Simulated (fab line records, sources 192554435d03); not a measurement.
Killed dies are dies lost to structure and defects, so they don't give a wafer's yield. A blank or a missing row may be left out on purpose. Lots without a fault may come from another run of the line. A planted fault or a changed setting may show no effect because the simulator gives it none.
A struck lot beside a sound one | flow n5_finfet | 39 steps out of a route of 1938
Sound: wafers L194.2, L194.3, L194.6. Struck: wafer L192.4. (L192.1, L192.2 of the same lot were not struck and are left out.) The cause comes at the end.
At each step with rows: each side's tool, then ch and its chambers, then its first start. Under that, the readings that differ: sound wafers | struck wafers | difference of the means | sigmas: that difference in standard deviations of wafers without a fault.
alike: readings whose means differ by less than 2 such deviations, and words and numbers that are the same on both sides. not compared: withheld readings, readings that some wafer has no value for, bounds like >300 that may hide the same value, and numbers for which the record gives no deviation and whose values overlap.
The two part at a step that has a row with sigmas, a row that says differs or no value, or rows on one side only. Numbers that don't overlap but have no deviation are shown without sigmas and don't part them. A reading that every wafer of one side lacks parts them only if that side has two wafers or more.

first, 9 steps without rows for these wafers: N5_HKMG_FIN_DESCUM_17 (chemistry O2, time 7.9 s); N5_HKMG_FIN_ETCH_31 (etches SiARC in CF4, target depth 45.5 nm, time 75.8 s); N5_HKMG_FIN_ETCH_32 (etches SOC in N2/H2, target depth 240 nm, time 300 s); N5_HKMG_FIN_STRIP_33 (strips in N2/H2); N5_HKMG_FIN_STRIP_34 (strips in CF4); N5_HKMG_FIN_ETCH_35 (etches SOC in N2/H2, target depth 215.8 nm, time 243.4 s); N5_HKMG_FIN_STRIP_92 (strips SOC in N2/H2, time 20 s); N5_HKMG_FIN_WET_ETCH_18 (etches TiN in SC1, time 55 s, target depth 5.2 nm, rinse time 30 s); N5_HKMG_FIN_STRIP_19 (strips in N2/H2, time 360 s).
N5_HKMG_FIN_ALD_91: deposits TiN, target thk 1 nm, pulse time 1 s, purge time 3 s.
  sound on ald_metal-02 ch 1,2,3, day 9 17:04; struck on ald_metal-04 ch 1, day 9 08:59
  reading                                  | sound    | struck | difference | sigmas
  ald_cycles                               | 47 47 47 | 65     | +18        |
  model.TiN_of_HKMG_FIN_ALD_91.thk_nm (nm) | 1 1 1    | 1.4    | +0.4       |
  alike: heater_power_w, precursor_pulse_height_rel
then, 27 steps without rows for these wafers: N5_HKMG_FIN_COAT_85 (time 60 s, resist thk 300 nm); N5_HKMG_FIN_ETCH_86 (etches SOC in N2/H2, stops on TiN, target depth 393.2 nm); N5_HKMG_FIN_STRIP_89 (strips SOC in N2/H2, time 20 s); N5_HKMG_FIN_WET_ETCH_87 (etches TiN in SC1, time 154.2 s, target depth 4.7 nm, rinse time 30 s); N5_HKMG_FIN_STRIP_88 (strips in N2/H2, time 360 s); N5_HKMG_FIN_NWFM_ALD_20 (deposits TiAlC, target thk 2 nm, pulse time 3 s, purge time 2 s); N5_HKMG_FIN_ALD_71 (deposits TiN, target thk 1 nm, pulse time 1 s, purge time 3 s); N5_HKMG_FIN_COAT_66 (time 60 s, resist thk 300 nm); N5_HKMG_FIN_ETCH_67 (etches SOC in N2/H2, stops on TiN, target depth 388.9 nm); N5_HKMG_FIN_STRIP_90 (strips SOC in N2/H2, time 20 s); N5_HKMG_FIN_WET_ETCH_73 (etches the open film in SC1, time 42.3 s, target depth 1.3 nm, rinse time 30 s); N5_HKMG_FIN_ETCHBACK_68 (etches the open film in Cl2/Ar, stops on HfO2, target depth 0.5 nm); N5_HKMG_FIN_STRIP_69 (strips in N2/H2, time 360 s); N5_HKMG_FIN_ALD_21 (deposits TiN, target thk 1.5 nm, pulse time 1 s, purge time 3 s); N5_HKMG_FIN_ALD_72 (deposits W, target thk 2 nm, pulse time 1 s, purge time 2 s); N5_HKMG_FIN_W_FILL_22 (material W, target thk 60 nm, time 18.2 s); N5_HKMG_FIN_PRECLEAN_83 (cleans in DIW, time 57.5 s); N5_HKMG_FIN_SRD_84 (dry time 32 s); N5_HKMG_FIN_CMP_23 (polishes, stops on SiNx, t overpolish 10 s, target thk 46.326 nm); N5_HKMG_FIN_CMP_94 (polishes, stops on SiNx, t overpolish 4.7 s, target thk 43.299 nm); N5_GATE_CUT_ETCHBACK_00 (etches W in SF6/Cl2); N5_GATE_CUT_ETCH_56 (etches TiN in Cl2/Ar, target depth 21.6 nm); N5_GATE_CUT_ETCHBACK_30 (etches TiN in Cl2/Ar, target depth 3 nm); N5_GATE_CUT_VAPOR_ETCH_60 (etches HfO2 in BCl3/Cl2); N5_GATE_CUT_ETCH_58 (etches SiNx in CH3F/O2, target depth 17 nm, time 128.6 s); N5_GATE_CUT_STRIP_59 (strips in N2/H2, time 20 s); N5_GATE_CUT_PRECLEAN_31 (cleans in DIW, time 300 s).
-- the record jumps here: 4 days lie between the struck wafers' starts before and after (it left off in module GATE_CUT and takes up again in module BEOL_M4, whose first step shown is number 1111 of the route) --
N5_BEOL_M4_RC_MEAS_101:
  sound on prober-02 ch 0, day 14 08:44; struck on prober-02 ch 0, day 13 19:33
  reading             | sound                      | struck   | difference | sigmas
  DIBL_N (mV/V)       | 32.1 34.7 35.4             | 37.8     | +3.7       | +2
  IOFF_N (nA/um)      | 0.105 0.149 0.154          | 0.040    | -0.096     | -4
  IOFF_N_85C (nA/um)  | 2.2 2.9 3.1                | 1.0      | -1.7       | -4
  IOFF_N_LIN (nA/um)  | 0.053 0.070 0.072          | 0.017    | -0.048     | -5
  IOFF_N_LONG (nA/um) | 5.39e-05 5.44e-05 5.42e-05 | 2.6e-05  | -2.8e-05   | -13
  IOFF_P (nA/um)      | 0.19 0.24 0.25             | 0.39     | +0.16      | +4
  IOFF_P_85C (nA/um)  | 3.3 4.1 4.2                | 6.1      | +2.2       | +4
  IOFF_P_LIN (nA/um)  | 0.098 0.117 0.120          | 0.181    | +0.069     | +5
  IOFF_P_LONG (nA/um) | 0.000119 0.000122 0.00012  | 0.000159 | +0.000039  | +4
  ION_N (uA/um)       | 649 675 672                | 582      | -83        | -7
  VT_N (mV)           | 255.3 248.6 249.7          | 290.3    | +39.1      | +13
  VT_N_LONG (mV)      | 278.3 274.9 276.2          | 314.5    | +38.0      | +22
  VT_N_LVT (mV)       | 105.7 100.6 99.4           | 141.6    | +39.7      | +14
  VT_P (mV)           | -249 -242 -245             | -236     | +9         | +3
  VT_P_LONG (mV)      | -271 -271 -267             | -262     | +8         | +2
  VT_P_LVT (mV)       | -98 -96 -95                | -83      | +13        | +4
  alike: DIBL_P, ION_P, SS_N, SS_P
-- the record jumps here: 5 days lie between the struck wafers' starts before and after (it left off in module BEOL_M4 and takes up again in module PASSIVATION, whose first step shown is number 1936 of the route) --
N5_PASSIVATION_PROBE_49:
  sound on prober-02, day 19 06:20; struck on prober-02, day 18 16:01
  reading                | sound          | struck | difference | sigmas
  sort_bin_4_leakage (%) | 0 0 0          | 0.17   | +0.17      |
  sort_bin_8_speed (%)   | 0 0 0          | 91.19  | +91.19     | +99 or more
  sort_n_pass            | 1100 1084 1060 | 0      | -1081      | -54
  sort_yield_pct (%)     | 93.2 91.9 89.8 | 0      | -92        | -54
  alike: defect_limited_yield, killed_at_M0_to_M3, killed_at_M4_up, killed_at_contacts, killed_at_front_end, killed_at_other, killed_dies, killed_open, killed_short, sort_bin_5_function, sort_bin_6_memory

WHERE THEY PART
First at N5_BEOL_M4_RC_MEAS_101; last, within this record, at N5_PASSIVATION_PROBE_49.

WHY: what the simulator had put in
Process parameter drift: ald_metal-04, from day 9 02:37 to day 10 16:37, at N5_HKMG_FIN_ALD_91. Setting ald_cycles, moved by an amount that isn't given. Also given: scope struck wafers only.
